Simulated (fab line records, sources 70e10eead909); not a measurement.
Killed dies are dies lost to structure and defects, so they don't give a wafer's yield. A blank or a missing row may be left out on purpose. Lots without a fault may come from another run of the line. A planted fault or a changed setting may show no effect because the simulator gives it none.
Chamber matching | flow nand_harc | NHARC_A_WL_FILL_ETCHBACK_26 on rie_si-03: 4 sister chambers
The step etches the open film in HBr, target depth 52 nm, time 13.3 s. 8 wafers are shown with their chamber, then 7 later ones without.

WAFERS WITH THEIR CHAMBER
wafer  | chamber | drypump_motor_current_A (A) | oes_product_au (a.u.)
L425.3 | 2       | 5.7                         | 0.999
L425.5 | 2       | 5.7                         | 0.999
L423.1 | 3       | 5.3                         | 1.006
L435.3 | 1       | 6.2                         | 0.993
L435.4 | 0       | 6.6                         | 0.985
L435.6 | 3       | 5.2                         | 0.993
L438.1 | 1       | 6.2                         | 1.011
L438.3 | 0       | 6.6                         | 0.997

WAFERS WITHOUT THEIR CHAMBER
wafer  | drypump_motor_current_A (A) | oes_product_au (a.u.)
L438.4 | 5.7                         | 0.998
L439.2 | 5.3                         | 0.997
L439.4 | 5.7                         | 1.002
L439.6 | 5.2                         | 1.002
L444.1 | 6.2                         | 0.991
L444.2 | 5.7                         | 0.997
L444.6 | 6.6                         | 0.990

WHICH CHAMBER EACH WENT THROUGH
wafer  | from the rows above | in truth
L438.4 | 2                   | 2
L439.2 | 3                   | 3
L439.4 | 2                   | 2
L439.6 | 3                   | 3
L444.1 | 1                   | 1
L444.2 | 2                   | 2
L444.6 | 0                   | 0
Placed correctly: 7 of 7. Can't be placed from these rows: 0. Placed wrongly: 0.
How it was worked out, from the rows above alone: a wafer's distance from a chamber is the root of the sum, over the readings, of the square of ((its reading less the chamber's mean) divided by the reading's scatter). The wafer belongs to the nearest chamber; if the next one is less than 2 further off, it can't be placed. A chamber's mean is the mean of its shown wafers. The scatter: the root of (the sum of the squares of (reading less its chamber's mean) over the shown wafers, divided by (wafers less chambers)).
